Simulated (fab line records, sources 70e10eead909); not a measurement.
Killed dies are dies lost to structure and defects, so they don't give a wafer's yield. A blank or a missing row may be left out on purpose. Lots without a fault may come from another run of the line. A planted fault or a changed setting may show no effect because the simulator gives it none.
Chamber matching | flow nand_harc | NHARC_A_CONTACT_DESCUM_74 on rie_diel-08: 4 sister chambers
The step chemistry O2, time 3 s. 36 wafers are shown with their chamber, then 12 later ones without.

WAFERS WITH THEIR CHAMBER
wafer  | chamber | drypump_motor_current_A (A) | showerhead_plenum_p_Torr (Torr) | oes_product_au (a.u.)
L076.4 | 0       | 5.9                         | 1.86                            | 1.012
L076.5 | 2       | 6.0                         | 1.88                            | 0.993
L076.6 | 3       | 6.2                         | 1.84                            | 1.003
L075.3 | 3       | 6.2                         | 1.84                            | 1.010
L075.5 | 2       | 6.0                         | 1.88                            | 1.002
L075.6 | 0       | 5.9                         | 1.86                            | 1.009
L077.1 | 0       | 5.9                         | 1.86                            | 1.020
L077.2 | 2       | 6.0                         | 1.88                            | 0.993
L077.3 | 3       | 6.2                         | 1.84                            | 1.007
L079.2 | 0       | 5.9                         | 1.86                            | 1.000
L079.5 | 2       | 6.0                         | 1.87                            | 1.000
L079.6 | 0       | 5.8                         | 1.86                            | 0.994
L080.3 | 3       | 6.1                         | 1.84                            | 0.999
L080.4 | 1       | 5.9                         | 1.86                            | 0.993
L080.5 | 0       | 5.9                         | 1.86                            | 0.991
L081.1 | 1       | 5.8                         | 1.85                            | 1.003
L081.3 | 2       | 6.0                         | 1.87                            | 0.992
L081.5 | 2       | 6.0                         | 1.87                            | 1.003
L082.1 | 3       | 6.2                         | 1.84                            | 0.997
L082.4 | 2       | 6.0                         | 1.87                            | 0.986
L082.5 | 3       | 6.1                         | 1.84                            | 0.997
L084.2 | 0       | 5.9                         | 1.85                            | 1.000
L084.5 | 2       | 6.0                         | 1.87                            | 0.990
L084.6 | 1       | 5.8                         | 1.85                            | 0.995
L086.1 | 3       | 6.2                         | 1.84                            | 1.006
L086.2 | 2       | 6.0                         | 1.87                            | 0.988
L086.5 | 2       | 6.0                         | 1.87                            | 0.984
L087.1 | 0       | 5.9                         | 1.85                            | 1.007
L087.4 | 3       | 6.2                         | 1.84                            | 1.011
L087.6 | 0       | 5.9                         | 1.85                            | 0.997
L089.3 | 2       | 6.0                         | 1.87                            | 0.999
L089.4 | 0       | 5.9                         | 1.85                            | 0.998
L089.6 | 0       | 5.9                         | 1.85                            | 1.008
L090.1 | 1       | 5.8                         | 1.85                            | 0.990
L090.2 | 2       | 6.0                         | 1.87                            | 0.988
L090.6 | 1       | 5.8                         | 1.85                            | 0.993

SIGNATURES (means of the wafers above)
reading                  | chamber 0 | chamber 1 | chamber 2 | chamber 3 | scatter within a chamber
drypump_motor_current_A  | 5.891     | 5.820     | 6.000     | 6.175     | 0.0317
showerhead_plenum_p_Torr | 1.8555    | 1.8520    | 1.8725    | 1.8400    | 0.00425
oes_product_au           | 1.00327   | 0.99480   | 0.99317   | 1.00375   | 0.0069
Rule: a wafer's distance from a chamber is the root of the sum, over the readings, of the square of ((its reading less the chamber's mean) divided by the reading's scatter). The wafer belongs to the nearest chamber; if the next one is less than 2 further off, it can't be placed. The scatter: the root of (the sum of the squares of (reading less its chamber's mean) over the shown wafers, divided by (wafers less chambers)).

WAFERS WITHOUT THEIR CHAMBER
wafer  | drypump_motor_current_A (A) | showerhead_plenum_p_Torr (Torr) | oes_product_au (a.u.)
L092.1 | 5.9                         | 1.85                            | 1.009
L092.4 | 5.9                         | 1.85                            | 0.990
L092.5 | 5.9                         | 1.85                            | 1.007
L094.2 | 5.8                         | 1.85                            | 1.001
L094.3 | 6.2                         | 1.83                            | 0.993
L094.5 | 5.9                         | 1.85                            | 0.988
L093.2 | 5.9                         | 1.85                            | 1.000
L093.3 | 6.0                         | 1.86                            | 1.006
L093.4 | 6.1                         | 1.83                            | 1.003
L097.1 | 5.9                         | 1.85                            | 0.994
L097.3 | 6.0                         | 1.86                            | 0.995
L097.4 | 5.9                         | 1.85                            | 1.011

WHICH CHAMBER EACH WENT THROUGH
wafer  | from the rows above     | in truth
L092.1 | can't be placed: 0 or 1 | 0
L092.4 | can't be placed: 0 or 1 | 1
L092.5 | can't be placed: 0 or 1 | 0
L094.2 | can't be placed: 1 or 0 | 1
L094.3 | 3                       | 3
L094.5 | can't be placed: 0 or 1 | 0
L093.2 | can't be placed: 0 or 1 | 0
L093.3 | can't be placed: 2 or 0 | 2
L093.4 | 3                       | 3
L097.1 | can't be placed: 0 or 1 | 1
L097.3 | can't be placed: 2 or 0 | 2
L097.4 | can't be placed: 0 or 1 | 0
Placed correctly: 2 of 12. Can't be placed from these rows: 10 (the true chamber is among the candidates in 10). Placed wrongly: 0.
